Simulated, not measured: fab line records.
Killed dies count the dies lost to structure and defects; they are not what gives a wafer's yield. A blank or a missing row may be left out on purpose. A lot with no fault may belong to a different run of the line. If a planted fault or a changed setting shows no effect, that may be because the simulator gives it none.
A lot that was struck, set against a sound lot | flow n5_finfet | 15 out of 1938 route steps
Sound: wafers L527.3, L527.4, L527.5. Wafers struck: L544.1, L544.2. The cause is given at the end.
At each step with rows: each side's tool, then ch and its chambers, then its first start. Under that, the readings that differ: sound wafers | struck wafers | difference of the means | sigmas: that difference in standard deviations of wafers without a fault.
alike: readings with means less than 2 such deviations apart, plus words and numbers identical on both sides. not compared: withheld readings, readings lacking a value on some wafer, bounds such as >300 that could conceal the same value, and numbers that have no deviation in the record and whose values overlap.
The two part at a step that has a row with sigmas, a row that says differs or no value, or rows on one side only. Numbers that don't overlap but have no deviation are shown without sigmas and don't part them. A reading missing from all wafers of one side parts the sides only when that side holds two or more wafers.

first, 8 steps without rows for these wafers: N5_BEOL_M15_COAT_60 (time 60 s, resist thk 89 nm); N5_BEOL_M15_COAT_22 (resist thk 800 nm); N5_BEOL_M15_EBR_24; N5_BEOL_M15_SOFTBAKE_23 (time 60 s); N5_BEOL_M15_EXPOSE_25 (exposes mask M15, target cd 400 nm); N5_BEOL_M15_PEB_26 (peb time 90 s); N5_BEOL_M15_DEVELOP_27 (develop time 45 s); N5_BEOL_M15_HARDBAKE_32 (time 120 s).
N5_BEOL_M15_CD_MEAS_28: the cd target is 407.6 nm.
  sound on cd_sem-02 ch 0, day 11 14:47; struck on cd_sem-02 ch 0, day 18 06:25
  alike: cd_nm
N5_BEOL_M15_OVL_MEAS_29:
  sound on overlay-02 ch 0, day 11 14:49; struck on overlay-02 ch 0, day 18 06:27
  alike: M15_OVL
N5_BEOL_M15_INSPECT_30: inspects for defects (macro).
  struck on defect_inspect-02, day 18 06:28; sound on defect_inspect-01, day 11 14:50
  alike: raw_defect_count
N5_BEOL_M15_DESCUM_33: chemistry O2, time 7.9 s.
  sound on rie_diel-01 ch 0,2,3, day 11 14:58; struck on rie_diel-01 ch 1,2, day 18 06:36
  alike: drypump_motor_current_A, oes_product_au, rf_fwd_power_W, rf_vpp_V, showerhead_plenum_p_Torr, throttle_valve_pct
  not compared: rf_hours_counter_h
N5_BEOL_M15_ETCH_61: etches BARC in N2/H2, target depth 89 nm, overetch 26.7 nm, time 67.9 s.
  sound on rie_diel-01 ch 0,2,3, day 11 15:01; struck on rie_diel-01 ch 1,2, day 18 06:38
  reading                                    | sound             | struck      | difference | sigmas
  run_length_s (s)                           | 90.4 90.9 91.3    | 104.3 104.3 | +13.4      | +41
  model.coat_of_BEOL_M15_COAT_22.thk_nm (nm) | 714.8 718.6 713.4 | 702.6 697.6 | -15.5      |
  alike: drypump_motor_current_A, oes_product_au, rf_fwd_power_W, rf_vpp_V, showerhead_plenum_p_Torr, throttle_valve_pct
  not compared: rf_hours_counter_h
N5_BEOL_M15_TRENCH_ETCH_34: etches SiO2 in C4F8/O2/Ar, target depth 872.93 nm, time 199 s.
  sound on rie_diel-01 ch 0,2,3, day 11 15:04; struck on rie_diel-01 ch 1,2, day 18 06:41
  reading                                    | sound           | struck    | difference | sigmas
  model.coat_of_BEOL_M15_COAT_22.thk_nm (nm) | 536.8 544 536.4 | 531.6 519 | -13.8      |
  alike: drypump_motor_current_A, oes_product_au, rf_fwd_power_W, rf_vpp_V, showerhead_plenum_p_Torr, throttle_valve_pct
  not compared: rf_hours_counter_h
N5_PASSIVATION_PROBE_49:
  the record has rows for the sound wafers here (prober-02, day 12 08:44) and none for the struck ones

WHERE THEY PART
First at N5_BEOL_M15_ETCH_61; last, within this record, at N5_PASSIVATION_PROBE_49.

WHY: whatever the simulator had introduced
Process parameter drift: rie_diel-01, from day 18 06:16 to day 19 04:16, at N5_BEOL_M15_ETCH_61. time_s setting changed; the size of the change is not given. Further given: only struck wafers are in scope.
